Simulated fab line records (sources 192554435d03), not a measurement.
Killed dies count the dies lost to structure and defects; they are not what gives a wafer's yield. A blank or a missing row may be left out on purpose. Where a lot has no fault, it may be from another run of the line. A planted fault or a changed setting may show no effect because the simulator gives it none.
Split-lot study    flow n5-finfet    21 wafers read across 7 lots, on a route 1938 steps long

## ABOUT THE SPLIT
At N5_BEOL_M7_ETCH_61 (etches SiARC in CF4, target depth 45.5 nm, time 75.8 s), the setting source-w was moved away from the recipe's 545 W on 3 of the 21 wafers read, by -16.0% to +17.8%. All remaining wafers had this setting at the recipe value.

The reading comes from the split's own step.

## THE READING
rf-vpp-V, in V, at N5_BEOL_M7_ETCH_61 (etches SiARC in CF4, target depth 45.5 nm, time 75.8 s). A value of 183.8 V with a standard deviation of 1 V is what fault-free wafers of this fab line usually give.

wafer   tool, chamber at the split  source-w as run, W  against the recipe  rf-vpp-V, V  against lot-mates on the recipe
L074.2  rie-diel-02, 1              457.6               -16.0%              195.3        +13.7
L074.3  rie-diel-02, 3              457.6               -16.0%              195.5        +13.9
L074.6  rie-diel-02, 1              545                 recipe              181.6        -
L076.1  rie-diel-03, 3              545                 recipe              182.7        -
L076.3  rie-diel-03, 0              545                 recipe              183.6        -
L076.5  rie-diel-03, 1              545                 recipe              185.9        -
L077.1  rie-diel-02, 0              545                 recipe              183.0        -
L077.3  rie-diel-02, 2              545                 recipe              184.1        -
L077.5  rie-diel-02, 3              545                 recipe              182.5        -
L087.3  rie-diel-03, 1              545                 recipe              184.4        -
L087.4  rie-diel-03, 1              545                 recipe              185.8        -
L087.6  rie-diel-03, 0              545                 recipe              182.0        -
L090.2  rie-diel-03, 0              641.8               +17.8%              173.4        -11.2
L090.4  rie-diel-03, 2              545                 recipe              187.4        -
L090.5  rie-diel-03, 0              545                 recipe              181.8        -
L089.2  rie-diel-05, 1              545                 recipe              184.0        -
L089.4  rie-diel-05, 3              545                 recipe              184.3        -
L089.6  rie-diel-05, 1              545                 recipe              183.7        -
L091.1  rie-diel-05, 3              545                 recipe              183.0        -
L091.2  rie-diel-05, 2              545                 recipe              186.1        -
L091.3  rie-diel-05, 1              545                 recipe              183.3        -

THE FIT
A straight line over all 21 wafers: rf-vpp-V changes by -0.668 V for each +1% of source-w; r = -0.94; the points scatter about the line by 1.6 V.
The same after taking each lot's own level away (the mean of its wafers on the recipe; 21 wafers): -0.769 V for each +1%; r = -0.96; scatter 1.5 V.
According to that fit, moving source-w by its largest amount changes the reading by 14 V.
The span of the lots' own levels, 181.60 to 184.60 V, comes to 3.0 times the standard deviation stated above.
So the lot-to-lot level changes the slope: the two fits differ.
Check: with one of the wafers moved furthest among these (+17.8%) left out of the fit, the line predicts -15.3 V for it against its lot-mates. It came out at -11.2 V against them.
Tool readings at the split's step, against how far the setting was moved: etch-rf-on-time-s r = -0.94; rf-vpp-V r = -0.94.

## THESE WAFERS: OTHER SPLITS
These wafers also went through other splits before the reading. Each is held against what the fit with the lots' levels taken away leaves over:
other split on the same wafers  wafers away from the commonest value  r with rf-vpp-V (lot level and that fit taken away)
N5_BEOL_M6_EXPOSE_08 dose-mj    7                                     +0.35

## THE WHOLE CHAIN: every reading that the file lists as answering this split, in the file's order
step                what it does                                            reading            change (the file's fit)               r (the file's)
N5_BEOL_M7_ETCH_61  etches SiARC in CF4, target depth 45.5 nm, time 75.8 s  etch-rf-on-time-s  withheld for each +1% of the setting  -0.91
N5_BEOL_M7_ETCH_61  etches SiARC in CF4, target depth 45.5 nm, time 75.8 s  rf-vpp-V           -0.734 V for each +1% of the setting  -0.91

## THE FILE'S OWN FIT
rf-vpp-V changes by -0.734 V for each +1% of source-w, r = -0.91.
